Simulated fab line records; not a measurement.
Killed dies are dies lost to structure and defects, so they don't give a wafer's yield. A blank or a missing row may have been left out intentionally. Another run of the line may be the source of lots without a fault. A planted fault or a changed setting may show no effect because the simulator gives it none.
Chamber matching | flow n5 finfet | ald metal-01 running N5_BEOL_M11_ALD_74: 4 sister chambers
The step deposits TaN, target thk 2 nm, pulse time 2 s, purge time 3 s. 14 wafers are shown with their chamber, then 7 later ones without.

## EACH WAFER AND ITS CHAMBER
wafer  | chamber | heater power w (W) | mfc carrier sccm (sccm)
L075.3 | 1       | 427                | 1499
L075.4 | 2       | 361                | 1493
L075.5 | 1       | 434                | 1498
L077.2 | 1       | 435                | 1500
L077.4 | 3       | 460                | 1504
L077.5 | 3       | 469                | 1504
L078.2 | 1       | 439                | 1500
L078.5 | 1       | 433                | 1504
L078.6 | 2       | 369                | 1500
L080.1 | 1       | 443                | 1501
L080.2 | 0       | 414                | 1507
L080.6 | 2       | 380                | 1500
L081.2 | 3       | 464                | 1500
L081.3 | 1       | 436                | 1496

SIGNATURES (means of the wafers above)
reading          | chamber 0 | chamber 1 | chamber 2 | chamber 3 | scatter within a chamber
heater power w   | 414.00    | 435.29    | 370.00    | 464.33    | 6.1
mfc carrier sccm | 1507.00   | 1499.71   | 1497.67   | 1502.67   | 2.84
Rule: distance of a wafer from a chamber = root of the sum over the readings of ((wafer's reading minus chamber's mean) / reading's scatter) squared. If the next closest chamber is less than 2 further off than the closest, the wafer can't be placed; otherwise it belongs to the closest. The scatter: take each reading less its chamber's mean, square it, sum over the shown wafers, divide by the number of wafers less the number of chambers, and take the root.

## WAFERS WHOSE CHAMBER IS MISSING
wafer  | heater power w (W) | mfc carrier sccm (sccm)
L081.4 | 375                | 1499
L088.1 | 440                | 1490
L088.2 | 370                | 1505
L088.4 | 421                | 1500
L092.3 | 375                | 1503
L092.5 | 473                | 1503
L092.6 | 421                | 1500

## WHICH CHAMBER EACH ONE RAN IN
wafer  | from the rows above     | in truth
L081.4 | 2                       | 2
L088.1 | 1                       | 1
L088.2 | 2                       | 2
L088.4 | can't be placed: 1 or 0 | 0
L092.3 | 2                       | 2
L092.5 | 3                       | 3
L092.6 | can't be placed: 1 or 0 | 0
Correctly placed: 5 of 7. These rows do not allow placing 2 (true chamber among the candidates in 2). Wrongly placed: 0.
